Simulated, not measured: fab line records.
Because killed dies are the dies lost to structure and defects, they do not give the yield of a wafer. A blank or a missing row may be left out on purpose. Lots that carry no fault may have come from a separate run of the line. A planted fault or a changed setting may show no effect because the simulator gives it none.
Which tool was responsible? + flow nandHarc + Sampling: 12 lots, 36 wafers, 6 of 1302 route steps

WHAT THE GAUGES SHOWED, per wafer
NHARC_A_M0_INSPECT_27. Usual: rawDefectCount 525, standard deviation 140.
| lot  | measured     | on               | rawDefectCount | flag |
|------|--------------|------------------|----------------|------|
| L813 | day 23 03:30 | defectInspect-01 | 565 392 418    |      |
| L818 | day 25 03:05 | defectInspect-01 | 461 560 413    |      |
| L820 | day 26 02:22 | defectInspect-02 | 647 637 769    |      |
| L822 | day 26 17:15 | defectInspect-01 | 590 480 524    |      |
| L821 | day 27 00:42 | defectInspect-02 | 419 362 435    |      |
| L824 | day 27 05:07 | defectInspect-01 | 340 532 515    |      |
| L823 | day 27 05:59 | defectInspect-01 | 549 731 541    |      |
| L831 | day 30 21:19 | defectInspect-02 | 551 506 523    |      |
| L832 | day 31 05:52 | defectInspect-01 | 354 435 493    |      |
| L833 | day 31 14:11 | defectInspect-02 | 559 767 407    |      |
| L834 | day 31 22:17 | defectInspect-02 | 857 1042 681   |      |
| L835 | day 32 08:20 | defectInspect-01 | 540 675 513    |      |

NHARC_END_SORT_01. Usual: defectLimitedYield 91.5 %, standard deviation 2.5; killedAtArray 52, standard deviation 17; killedAtOther 1.2, standard deviation 1.4; killedAtPeriphery 4.7, standard deviation 2.9; killedDies 58, standard deviation 17; killedOpen 3.2, standard deviation 1.9; killedShort 2.4, standard deviation 1.4; sort_bin_2_pct 3.0 %, standard deviation 1.1; sort_bin_3_pct 0.6 %, standard deviation 0.37; sort_bin_4_pct 4.8 %, standard deviation 1.4; sortNPass 619, standard deviation 17; sortRimYieldPct 90 %, standard deviation 4.9; sortYieldPct 91.5 %, standard deviation 2.5.
| lot  | measured     | on        | defectLimitedYield (%) | killedAtArray | killedAtOther | killedAtPeriphery | killedDies | killedOpen | killedShort | sort_bin_2_pct (%) | sort_bin_3_pct (%) | sort_bin_4_pct (%) | sortNPass   | sortRimYieldPct (%) | sortYieldPct (%) | flag |
|------|--------------|-----------|------------------------|---------------|---------------|-------------------|------------|------------|-------------|--------------------|--------------------|--------------------|-------------|---------------------|------------------|------|
| L813 | day 24 18:31 | prober-01 | 93.9 94.5 94.5         | 37 36 35      | 1 1 0         | 3 0 2             | 41 37 37   | 4 4 4      | 4 4 3       | 2.2 1.9 1.9        | 0.4 0.4 0.3        | 3.4 3.1 3.2        | 636 640 640 | 91 90 91            | 93.9 94.5 94.5   |      |
| L821 | day 28 15:55 | prober-02 | 87.3                   | 78            | 3             | 5                 | 86         | 0          | 3           | 6.1                | 0.9                | 5.8                | 591         | 85                  | 87.3             |      |
| L824 | day 28 21:19 | prober-02 | 93.5                   | 42            | 0             | 2                 | 44         | 3          | 2           | 1.6                | 0.1                | 4.7                | 633         | 94                  | 93.5             |      |
| L823 | day 28 19:47 | prober-01 | 89.4 93.6 92.9         | 67 39 44      | 3 2 0         | 2 2 4             | 72 43 48   | 3 1 2      | 3 1 3       | 4.7 2.1 3.7        | 0.4 0.9 0.6        | 5.5 3.4 2.8        | 605 634 629 | 92 88 85            | 89.4 93.6 92.9   |      |
| L831 | day 32 19:40 | prober-01 | 89.1                   | 64            | 1             | 9                 | 74         | 2          | 2           | 3.8                | 1.0                | 6.1                | 603         | 92                  | 89.1             |      |

WHAT TOOL EACH LOT RAN ON (gives the tool, then ch and the chambers of the sampled wafers, and finally the start)
| lot  | NHARC_A_BLC_CMP_25            | NHARC_A_M0_PVD_21                      | NHARC_A_M0_ECD_22             | NHARC_A_M0_CMP_23             |
|------|-------------------------------|----------------------------------------|-------------------------------|-------------------------------|
| L813 | cmp-04 ch 0,1,3, day 22 23:41 | pvdSputter-02, day 23 02:18 or earlier | ecdCu-01 ch 0,1, day 23 02:18 | cmp-03 ch 2,3, day 23 03:03   |
| L818 | cmp-02 ch 0,1,3, day 24 23:11 | pvdSputter-03, day 25 01:57 or earlier | ecdCu-01 ch 0,1, day 25 01:57 | cmp-03 ch 0,1, day 25 02:37   |
| L820 | cmp-03 ch 2,3, day 25 22:26   | pvdSputter-01, day 26 01:13 or earlier | ecdCu-01 ch 0,1, day 26 01:13 | cmp-04 ch 0,3, day 26 01:55   |
| L822 | cmp-03 ch 0,2,3, day 26 13:20 | pvdSputter-02, day 26 16:07 or earlier | ecdCu-01 ch 0, day 26 16:07   | cmp-04 ch 2,3, day 26 16:46   |
| L821 | cmp-03 ch 0,1,3, day 26 20:47 | pvdSputter-03, day 26 23:30 or earlier | ecdCu-01 ch 0,1, day 26 23:30 | cmp-01 ch 0,2,3, day 27 00:17 |
| L824 | cmp-03 ch 0,1,2, day 27 01:00 | pvdSputter-03, day 27 03:49 or earlier | ecdCu-01 ch 0,1, day 27 03:49 | cmp-03 ch 0,2,3, day 27 04:38 |
| L823 | cmp-04 ch 1,2,3, day 27 02:09 | pvdSputter-02, day 27 04:50 or earlier | ecdCu-01 ch 0,1, day 27 04:50 | cmp-04 ch 0,2,3, day 27 05:32 |
| L831 | cmp-04 ch 0,1,3, day 30 17:22 | pvdSputter-03, day 30 20:09 or earlier | ecdCu-01 ch 0,1, day 30 20:09 | cmp-04 ch 2,3, day 30 20:49   |
| L832 | cmp-02 ch 2,3, day 31 01:53   | pvdSputter-02, day 31 04:46 or earlier | ecdCu-02 ch 0,1, day 31 04:46 | cmp-03 ch 0,2,3, day 31 05:24 |
| L833 | cmp-04 ch 0,2,3, day 31 10:22 | pvdSputter-02, day 31 13:01 or earlier | ecdCu-02 ch 0,1, day 31 13:01 | cmp-04 ch 0,2,3, day 31 13:47 |
| L834 | cmp-02 ch 0,1, day 31 18:04   | pvdSputter-01, day 31 21:10 or earlier | ecdCu-01 ch 0,1, day 31 21:10 | cmp-01 ch 0,1,3, day 31 21:50 |
| L835 | cmp-02 ch 0,1,2, day 32 03:47 | pvdSputter-01, day 32 06:48 or earlier | ecdCu-02 ch 0,1, day 32 06:48 | cmp-03 ch 0,2,3, day 32 07:56 |
- NHARC_A_BLC_CMP_25: polishes, t overpolish 30 s, target thk 150 nm.
- NHARC_A_M0_PVD_21: deposits Cu, target thk 30 nm, time 20.49 s.
- NHARC_A_M0_ECD_22: material Cu, target thk 400 nm.
- NHARC_A_M0_CMP_23: polishes, t overpolish 20 s, target thk 113.75 nm.

WHAT THE TOOLS THEMSELVES READ (means of the sampled wafers that have a number; where no wafer has one, the mark that the record gives instead)
NHARC_A_BLC_CMP_25. Usual: motorCurrentA 11.6 A, standard deviation 1; overpolishRunS 30.000 s, standard deviation 0.0084; timeToEndpointS 30 s, standard deviation 3.1.
| lot  | tool   | motorCurrentA (A) | overpolishRunS (s) | timeToEndpointS (s) | flag |
|------|--------|-------------------|--------------------|---------------------|------|
| L813 | cmp-04 | 11.1              | 30.002             | 32                  |      |
| L818 | cmp-02 | 12.2              | 30.008             | 30                  |      |
| L820 | cmp-03 | 11.1              | 30.001             | 29                  |      |
| L822 | cmp-03 | 11.6              | 30.006             | 28                  |      |
| L821 | cmp-03 | 11.7              | 30.005             | 31                  |      |
| L824 | cmp-03 | 10.9              | 29.999             | 30                  |      |
| L823 | cmp-04 | 11.6              | 30.004             | 31                  |      |
| L831 | cmp-04 | 11.1              | 30.000             | 29                  |      |
| L832 | cmp-02 | 11.5              | 29.998             | 32                  |      |
| L833 | cmp-04 | 11.2              | 30.002             | 29                  |      |
| L834 | cmp-02 | 12.3              | 30.002             | 31                  |      |
| L835 | cmp-02 | 12.1              | 29.993             | 32                  |      |

NHARC_A_M0_PVD_21. Usual: substrateTempC 30.01 C, standard deviation 0.12; throttleValvePct 30.0 %, standard deviation 1.1.
| lot  | tool          | substrateTempC (C) | throttleValvePct (%) | flag |
|------|---------------|--------------------|----------------------|------|
| L813 | pvdSputter-02 | 30.10              | 30.4                 |      |
| L818 | pvdSputter-03 | 30.01              | 29.9                 |      |
| L820 | pvdSputter-01 | 29.99              | 30.6                 |      |
| L822 | pvdSputter-02 | 30.14              | 30.6                 |      |
| L821 | pvdSputter-03 | 29.93              | 29.1                 |      |
| L824 | pvdSputter-03 | 29.97              | 29.6                 |      |
| L823 | pvdSputter-02 | 29.99              | 30.5                 |      |
| L831 | pvdSputter-03 | 30.03              | 29.7                 |      |
| L832 | pvdSputter-02 | 30.04              | 30.7                 |      |
| L833 | pvdSputter-02 | 30.13              | 30.7                 |      |
| L834 | pvdSputter-01 | 30.07              | 30.3                 |      |
| L835 | pvdSputter-01 | 30.06              | 30.1                 |      |

NHARC_A_M0_CMP_23. Usual: motorCurrentA 11.3 A, standard deviation 1.1; timeToEndpointS 28.3 s, standard deviation 2.7.
| lot  | tool   | motorCurrentA (A) | timeToEndpointS (s) | flag |
|------|--------|-------------------|---------------------|------|
| L813 | cmp-03 | 10.6              | 27.1                |      |
| L818 | cmp-03 | 11.6              | 30.2                |      |
| L820 | cmp-04 | 10.6              | 25.8                |      |
| L822 | cmp-04 | 11.3              | 29.6                |      |
| L821 | cmp-01 | 11.5              | 23.5                |      |
| L824 | cmp-03 | 11.4              | 23.0                |      |
| L823 | cmp-04 | 11.3              | 24.6                |      |
| L831 | cmp-04 | 11.1              | 31.2                |      |
| L832 | cmp-03 | 11.1              | 28.4                |      |
| L833 | cmp-04 | 11.0              | 28.2                |      |
| L834 | cmp-01 | 11.1              | 27.8                |      |
| L835 | cmp-03 | 11.7              | 27.9                |      |

THE ANSWER, worked out from the rows above alone
Rule: lot off if the mean of its wafers having a number is beyond 3 standard deviations from the usual mean. A lot without any number at a reading at which 4 lots or more have one is off too. The other lots that the step has rows for count as sound. After the gauges, taken in route order, come the tools' own readings; for these a lot's mean is taken, as printed above. The first step at which some lot is off is used, and at that step the reading that is off furthest; a lot without a number counts as furthest.
Across all readings shown, no lot is off: no conclusion can be drawn from this.

WHAT WAS PUT IN BY THE SIMULATOR
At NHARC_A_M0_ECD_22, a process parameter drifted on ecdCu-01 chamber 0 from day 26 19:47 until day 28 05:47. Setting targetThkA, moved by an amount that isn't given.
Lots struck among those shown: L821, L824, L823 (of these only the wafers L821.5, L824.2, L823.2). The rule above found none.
